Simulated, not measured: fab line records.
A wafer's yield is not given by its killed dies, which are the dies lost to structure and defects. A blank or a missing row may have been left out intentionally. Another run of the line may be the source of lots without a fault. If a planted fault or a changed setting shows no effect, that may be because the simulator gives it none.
A struck lot beside a sound one ; flow nand harc ; 39 out of 1302 route steps
Sound: these wafers, L987.1, L987.2, L987.4. Struck: wafer L981.3 (L981.2, L981.6, from the same lot, were not struck and are left out); the cause is given at the end.
At each step with rows: each side's tool, then ch and its chambers, then its first start. Under that, the readings that differ: sound wafers ; struck wafers ; difference of the means ; sigmas: that difference in standard deviations of wafers without a fault.
alike: a reading whose means differ by less than 2 such deviations, as well as words and numbers matching on both sides. not compared: withheld readings; readings where some wafer has no value; bounds like >300 that might hide an equal value; numbers whose values overlap and for which the record gives no deviation.
The two part at a step that has a row with sigmas, a row that says differs or no value, or rows on one side only. Non-overlapping numbers with no deviation appear without sigmas and do not part them. A reading that every wafer of one side lacks parts them only if that side has two wafers or more.

first, 1 step without rows for these wafers: NHARC_A_BONDPAD_HARDBAKE_10 (time 65 s).
NHARC_A_BONDPAD_DESCUM_11: chemistry O2, time 3 s.
  sound on rie diel-01 ch 0,2,3, day 28 22:41; struck on rie diel-01 ch 1, day 26 07:30
reading;sound;struck;difference;sigmas
rf hours counter h (h);16 15 16;6;-10;
showerhead plenum p Torr (Torr);1.84 1.97 1.77;2.06;+0.20;+2
  alike: drypump motor current A, oes product au, rf vpp V, throttle valve pct
NHARC_A_BONDPAD_ETCH_34: etches the open film in N2/H2, target depth 60 nm, overetch 18 nm, time 65.91 s.
  sound on rie diel-01 ch 0,2,3, day 28 22:47; struck on rie diel-01 ch 0, day 26 07:34
reading;sound;struck;difference;sigmas
rf hours counter h (h);16 16 15;5;-11;
  alike: drypump motor current A, oes product au, rf fwd power W, rf vpp V, showerhead plenum p Torr, throttle valve pct
NHARC_A_BONDPAD_ETCH_12: etches the open film in CHF3/O2, target depth 220 nm, time 110 s.
  sound: rie diel-01 ch 0,1,2; struck: rie diel-01 ch 2
reading;sound;struck;difference;sigmas
rf hours counter h (h);15 16 8;6;-7;
  alike: drypump motor current A, oes product au, rf fwd power W, rf vpp V, showerhead plenum p Torr, throttle valve pct
NHARC_A_BONDPAD_CD_MEAS_13:
  sound: cd sem-03 at day 28 23:00; struck: cd sem-01 at day 26 07:48
  alike: cd nm
NHARC_A_BONDPAD_STRIP_15: strips in O2.
  sound on rie diel-01 ch 0,2,3, day 28 23:05; struck on rie diel-01 ch 3, day 26 07:53
reading;sound;struck;difference;sigmas
rf hours counter h (h);16 16 15;6;-10;
throttle valve pct (%);17.033 17.030 17.029;17.059;+0.028;+3
  alike: drypump motor current A, oes product au, rf vpp V, showerhead plenum p Torr
then, 6 steps without rows for these wafers: NHARC_A_BONDPAD_ETCH_24 (etches the open film in CF4/N2, target depth 30 nm, time 72.99 s); NHARC_A_BONDPAD_STRIP_16 (strips in post etch residue remover, time 600 s); NHARC_A_BONDPAD_DEGAS_25 (time 60 s); NHARC_A_BONDPAD_PRE_CLEAN_26 (time 30 s); NHARC_A_BONDPAD_PVD_17 (deposits TaN, target thk 5 nm, time 8.06 s); NHARC_A_BONDPAD_PVD_27 (deposits Cu, target thk 30 nm, time 20.49 s).
NHARC_A_BONDPAD_ECD_18: material Cu, target thk 400 nm.
  sound on ecd cu-01 ch 0,1, day 28 23:59; struck on ecd cu-02 ch 0,1, day 26 08:50
then, 2 steps without rows for these wafers: NHARC_A_BONDPAD_ANNEAL_28 (time 90 s); NHARC_A_BONDPAD_CMP_19 (polishes, t overpolish 30 s, cu recess touch 16 s, target thk 169.82 nm).
NHARC_A_BONDPAD_THK_MEAS_20: measures by xrf.
  sound: film metro-02 at day 29 01:01; struck: film metro-01 at day 26 09:50
  alike: thk nm
then, 6 steps without rows for these wafers: NHARC_A_BONDPAD_SRD_21 (time 30 s, dry time 20 s); NHARC_HYBRID_BOND_ACTIVATE_00 (chemistry N2, time 60 s); NHARC_HYBRID_BOND_PRECLEAN_01 (cleans in DIW, time 300 s); NHARC_HYBRID_BOND_SRD_02 (time 30 s, dry time 20 s); NHARC_HYBRID_BOND_BOND_03; NHARC_HYBRID_BOND_ANNEAL_04 (time 7200 s).
NHARC_HYBRID_BOND_OVL_MEAS_05:
  sound: overlay-02 at day 29 13:26; struck: overlay-01 at day 26 22:11
reading;sound;struck;difference;sigmas
overlay y nm (nm);-24 -22 -22;65;+88;+3
  alike: overlay x nm
following that, these wafers have no rows for 1 step: NHARC_THIN_TSV_GRIND_00.
NHARC_THIN_TSV_CMP_01: polishes.
  sound on cmp-02 ch 0,1,3, day 29 14:52; struck on cmp-04 ch 0, day 26 23:37
  alike: motor current A, retaining ring pressure frac, slurry filter dp kPa, slurry flow ml min
NHARC_THIN_TSV_THK_MEAS_02: measures by ir.
  sound: film metro-01 at day 29 15:07; struck: film metro-02 at day 26 23:53
  alike: thk nm
then, 12 steps without rows for these wafers: NHARC_THIN_TSV_SRD_03; NHARC_THIN_TSV_PRECLEAN_41 (cleans in SC1); NHARC_THIN_TSV_SRD_42; NHARC_THIN_TSV_DEP_43 (deposits SiO2, target thk 1328.5 nm); NHARC_THIN_TSV_DEHYDRATE_04 (time 120 s); NHARC_THIN_TSV_HMDS_05 (time 30 s); NHARC_THIN_TSV_COAT_06; NHARC_THIN_TSV_SOFTBAKE_07 (time 95 s); NHARC_THIN_TSV_EBR_08; NHARC_THIN_TSV_EXPOSE_09 (exposes mask TSV); NHARC_THIN_TSV_PEB_10 (peb time 85 s); NHARC_THIN_TSV_DEVELOP_11 (time 70 s).
NHARC_END_SORT_01:
  sound on prober-02 ch 0, day 30 07:15; struck on prober-02 ch 0, day 27 17:36
reading;sound;struck;difference;sigmas
defect limited yield (%);89 88 88;41;-47;-15
killed at array;73 71 74;393;+320;+15
killed dies;77 83 80;397;+317;+14
  alike: killed at other, killed at periphery, killed open, killed short

## WHERE THEY PART
Earliest at NHARC_A_BONDPAD_DESCUM_11; latest, in this record, at NHARC_END_SORT_01.

WHY: the cause the simulator had injected
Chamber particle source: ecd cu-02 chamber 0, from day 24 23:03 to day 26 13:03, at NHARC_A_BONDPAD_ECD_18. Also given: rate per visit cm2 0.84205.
